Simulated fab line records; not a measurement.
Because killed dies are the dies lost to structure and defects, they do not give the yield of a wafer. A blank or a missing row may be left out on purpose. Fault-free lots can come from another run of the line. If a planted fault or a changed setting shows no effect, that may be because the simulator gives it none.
Split-lot trial || flow n5_finfet || on a route of 1938 steps: 7 lots, 21 wafers read

## THE SPLIT
At N5_BEOL_M8_DEP_56 (deposits SiCN from 3MS/NH3, target thk 10 nm, time 17.5 s), the setting time_s was moved away from the recipe's 17.5 s on 6 of the 21 wafers read, by -12.5% to +14.0%. All remaining wafers had this setting at the recipe value.

The split's own step is where the reading is taken.

## THE READING
SiCN_of_BEOL_M8_DEP_56.thk_nm (the simulator's own value, which no gauge read), in nm, at N5_BEOL_M8_DEP_56 (deposits SiCN from 3MS/NH3, target thk 10 nm, time 17.5 s). There is no usual value for it anywhere in the file. Average 10.0 nm, standard deviation 0.21 nm, over the 15 wafers here run with the recipe.

{"wafer": "L074.1", "tool, chamber at the split": "pecvd-04, 1", "time_s as run, s": 18.72, "against the recipe": "+7.0%", "SiCN_of_BEOL_M8_DEP_56.thk_nm, nm": 10.6, "against lot-mates on the recipe": "+0.7"}
{"wafer": "L074.2", "tool, chamber at the split": "pecvd-04, 0", "time_s as run, s": 17.5, "against the recipe": "recipe", "SiCN_of_BEOL_M8_DEP_56.thk_nm, nm": 10, "against lot-mates on the recipe": "-"}
{"wafer": "L074.3", "tool, chamber at the split": "pecvd-04, 2", "time_s as run, s": 17.5, "against the recipe": "recipe", "SiCN_of_BEOL_M8_DEP_56.thk_nm, nm": 9.8, "against lot-mates on the recipe": "-"}
{"wafer": "L083.2", "tool, chamber at the split": "pecvd-03, 0", "time_s as run, s": 17.5, "against the recipe": "recipe", "SiCN_of_BEOL_M8_DEP_56.thk_nm, nm": 9.8, "against lot-mates on the recipe": "-"}
{"wafer": "L083.3", "tool, chamber at the split": "pecvd-03, 1,2", "time_s as run, s": 19.95, "against the recipe": "+14.0%", "SiCN_of_BEOL_M8_DEP_56.thk_nm, nm": 11.2, "against lot-mates on the recipe": "+1.4"}
{"wafer": "L083.6", "tool, chamber at the split": "pecvd-03, 1,2", "time_s as run, s": 19.95, "against the recipe": "+14.0%", "SiCN_of_BEOL_M8_DEP_56.thk_nm, nm": 11.2, "against lot-mates on the recipe": "+1.4"}
{"wafer": "L090.3", "tool, chamber at the split": "pecvd-03, 1", "time_s as run, s": 17.5, "against the recipe": "recipe", "SiCN_of_BEOL_M8_DEP_56.thk_nm, nm": 9.6, "against lot-mates on the recipe": "-"}
{"wafer": "L090.4", "tool, chamber at the split": "pecvd-03, 0,2", "time_s as run, s": 17.5, "against the recipe": "recipe", "SiCN_of_BEOL_M8_DEP_56.thk_nm, nm": 9.8, "against lot-mates on the recipe": "-"}
{"wafer": "L090.5", "tool, chamber at the split": "pecvd-03, 0,2", "time_s as run, s": 17.5, "against the recipe": "recipe", "SiCN_of_BEOL_M8_DEP_56.thk_nm, nm": 9.8, "against lot-mates on the recipe": "-"}
{"wafer": "L092.1", "tool, chamber at the split": "pecvd-01, 0", "time_s as run, s": 17.5, "against the recipe": "recipe", "SiCN_of_BEOL_M8_DEP_56.thk_nm, nm": 10, "against lot-mates on the recipe": "-"}
{"wafer": "L092.2", "tool, chamber at the split": "pecvd-01, 1", "time_s as run, s": 17.5, "against the recipe": "recipe", "SiCN_of_BEOL_M8_DEP_56.thk_nm, nm": 10.2, "against lot-mates on the recipe": "-"}
{"wafer": "L092.3", "tool, chamber at the split": "pecvd-01, 2", "time_s as run, s": 17.5, "against the recipe": "recipe", "SiCN_of_BEOL_M8_DEP_56.thk_nm, nm": 9.8, "against lot-mates on the recipe": "-"}
{"wafer": "L089.1", "tool, chamber at the split": "pecvd-04, 0,1", "time_s as run, s": 17.5, "against the recipe": "recipe", "SiCN_of_BEOL_M8_DEP_56.thk_nm, nm": 10, "against lot-mates on the recipe": "-"}
{"wafer": "L089.3", "tool, chamber at the split": "pecvd-04, 0,1", "time_s as run, s": 17.5, "against the recipe": "recipe", "SiCN_of_BEOL_M8_DEP_56.thk_nm, nm": 10, "against lot-mates on the recipe": "-"}
{"wafer": "L089.2", "tool, chamber at the split": "pecvd-04, 2", "time_s as run, s": 17.5, "against the recipe": "recipe", "SiCN_of_BEOL_M8_DEP_56.thk_nm, nm": 9.8, "against lot-mates on the recipe": "-"}
{"wafer": "L093.3", "tool, chamber at the split": "pecvd-04, 0", "time_s as run, s": 17.5, "against the recipe": "recipe", "SiCN_of_BEOL_M8_DEP_56.thk_nm, nm": 10.2, "against lot-mates on the recipe": "-"}
{"wafer": "L093.4", "tool, chamber at the split": "pecvd-04, 0", "time_s as run, s": 17.5, "against the recipe": "recipe", "SiCN_of_BEOL_M8_DEP_56.thk_nm, nm": 10.4, "against lot-mates on the recipe": "-"}
{"wafer": "L093.5", "tool, chamber at the split": "pecvd-04, 1", "time_s as run, s": 15.31, "against the recipe": "-12.5%", "SiCN_of_BEOL_M8_DEP_56.thk_nm, nm": 9.2, "against lot-mates on the recipe": -1.1}
{"wafer": "L095.4", "tool, chamber at the split": "pecvd-04, 1", "time_s as run, s": 17.5, "against the recipe": "recipe", "SiCN_of_BEOL_M8_DEP_56.thk_nm, nm": 10.2, "against lot-mates on the recipe": "-"}
{"wafer": "L095.5", "tool, chamber at the split": "pecvd-04, 2", "time_s as run, s": 19.52, "against the recipe": "+11.5%", "SiCN_of_BEOL_M8_DEP_56.thk_nm, nm": 11, "against lot-mates on the recipe": "+0.8"}
{"wafer": "L095.6", "tool, chamber at the split": "pecvd-04, 0", "time_s as run, s": 19.52, "against the recipe": "+11.5%", "SiCN_of_BEOL_M8_DEP_56.thk_nm, nm": 11.4, "against lot-mates on the recipe": "+1.2"}
When a row names more than one chamber, that row covers several wafers, and the file does not tell which wafer ran in which chamber.

FIT RESULTS
A straight line over all 21 wafers: SiCN_of_BEOL_M8_DEP_56.thk_nm changes by +0.0874 nm for each +1% of time_s; r = +0.93; the points scatter about the line by 0.22 nm.
The same after taking each lot's own level away (the mean of its wafers on the recipe; 21 wafers): +0.0933 nm for each +1%; r = +0.98; scatter 0.12 nm.
On that fit, the largest move of time_s shifts the reading by 1.3 nm.
From 9.73 to 10.30 nm: that is the span of the lots' own levels, equal to 2.7 times the standard deviation above.
So the lot-to-lot level changes the slope little: the two slopes agree.
Check: for one of the wafers moved furthest among these (+14.0%), held out of the fit, the line's prediction against its lot-mates is +1.29 nm. It came out at +1.4 nm against them.

## OTHER SPLITS APPLIED TO THESE WAFERS
Note: prior to the reading, these wafers also went through further splits. Each is held against what the fit with the lots' levels taken away leaves over:
{"other split on the same wafers": "N5_BEOL_M8_EXPOSE_25 dose_mj", "wafers away from the commonest value": 9, "r with SiCN_of_BEOL_M8_DEP_56.thk_nm (lot level and that fit taken away)": "+0.07"}

## THE FILE'S OWN FIT
SiCN_of_BEOL_M8_DEP_56.thk_nm changes by +0.0932 nm for each +1% of time_s, r = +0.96.
